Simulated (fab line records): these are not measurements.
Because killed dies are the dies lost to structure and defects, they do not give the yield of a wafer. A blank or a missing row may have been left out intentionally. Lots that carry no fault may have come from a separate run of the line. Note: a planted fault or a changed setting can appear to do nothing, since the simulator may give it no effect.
Split-lot study    flow n5 finfet    21 wafers read from 7 lots, route of 1938 steps

## THE SPLIT
At N5_BEOL_M5_VIA_ETCH_34 (etches SiCOH lowk in C4F6/O2, target depth 88.3 nm, time 39.2 s), the setting source w was moved away from the recipe's 345 W on 7 of the 21 wafers read, by +9.0% to +14.7%. The other wafers ran this setting at the recipe's value.

Reading taken at the split's own step.

## THE READING
rf vpp V, in V, at N5_BEOL_M5_VIA_ETCH_34 (etches SiCOH lowk in C4F6/O2, target depth 88.3 nm, time 39.2 s). A value of 663 V with a standard deviation of 16 V is what fault-free wafers of this fab line usually give.

wafer   tool, chamber at the split  source w as run, W  against the recipe  rf vpp V, V  against lot-mates on the recipe
L075.2  rie diel-04, 1              345                 recipe              661          -
L075.3  rie diel-04, 3              380.1               +10.2%              640          -21
L075.6  rie diel-04, 1              345                 recipe              661          -
L079.3  rie diel-04, 0              345                 recipe              672          -
L079.4  rie diel-04, 1              345                 recipe              662          -
L079.6  rie diel-04, 2              393.8               +14.1%              591          -76
L081.1  rie diel-05, 0              345                 recipe              658          -
L081.2  rie diel-05, 1              345                 recipe              663          -
L081.4  rie diel-05, 3              345                 recipe              654          -
L088.1  rie diel-01, 2              376                 +9.0%               636          -22
L088.2  rie diel-01, 3              345                 recipe              658          -
L088.4  rie diel-01, 1              376                 +9.0%               637          -21
L091.2  rie diel-04, 1              384.1               +11.3%              626          -40
L091.4  rie diel-04, 1              345                 recipe              660          -
L091.6  rie diel-04, 0              345                 recipe              672          -
L095.1  rie diel-01, 0              345                 recipe              695          -
L095.3  rie diel-01, 2              388.3               +12.6%              622          -54
L095.4  rie diel-01, 3              345                 recipe              658          -
L096.4  rie diel-01, 0              345                 recipe              694          -
L096.5  rie diel-01, 2              345                 recipe              663          -
L096.6  rie diel-01, 3              395.8               +14.7%              614          -64

FIT RESULTS
A straight line over all 21 wafers: rf vpp V changes by -3.83 V for each +1% of source w; r = -0.88; the points scatter about the line by 12 V.
The same after taking each lot's own level away (the mean of its wafers on the recipe; 21 wafers): -3.98 V for each +1%; r = -0.90; scatter 12 V.
The reading moves by 59 V for the largest change in source w, on that fit.
The lots' own levels span 658.0 to 678.5 V, that is 1.3 times the standard deviation above.
The two slopes are in agreement: the lot-to-lot level therefore moves the slope only a little.
Check: for one of the wafers moved furthest among these (+14.7%), held out of the fit, the line's prediction against its lot-mates is -55.4 V. It came out at -64.5 V against them.
Tool readings at the split's step, against how far the setting was moved: rf vpp V r = -0.88.

## OTHER SPLITS ON THESE WAFERS
These wafers also went through other splits before the reading. Each is held against what the fit with the lots' levels taken away leaves over:
other split on the same wafers  wafers away from the commonest value  r with rf vpp V (lot level and that fit taken away)
N5_BEOL_M3_COAT_05 spin rpm     2                                     +0.24
N5_BEOL_M4_EXPOSE_08 dose mj    6                                     +0.26

## FILE'S OWN FIT
rf vpp V changes by -4.03 V for each +1% of source w, r = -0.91.
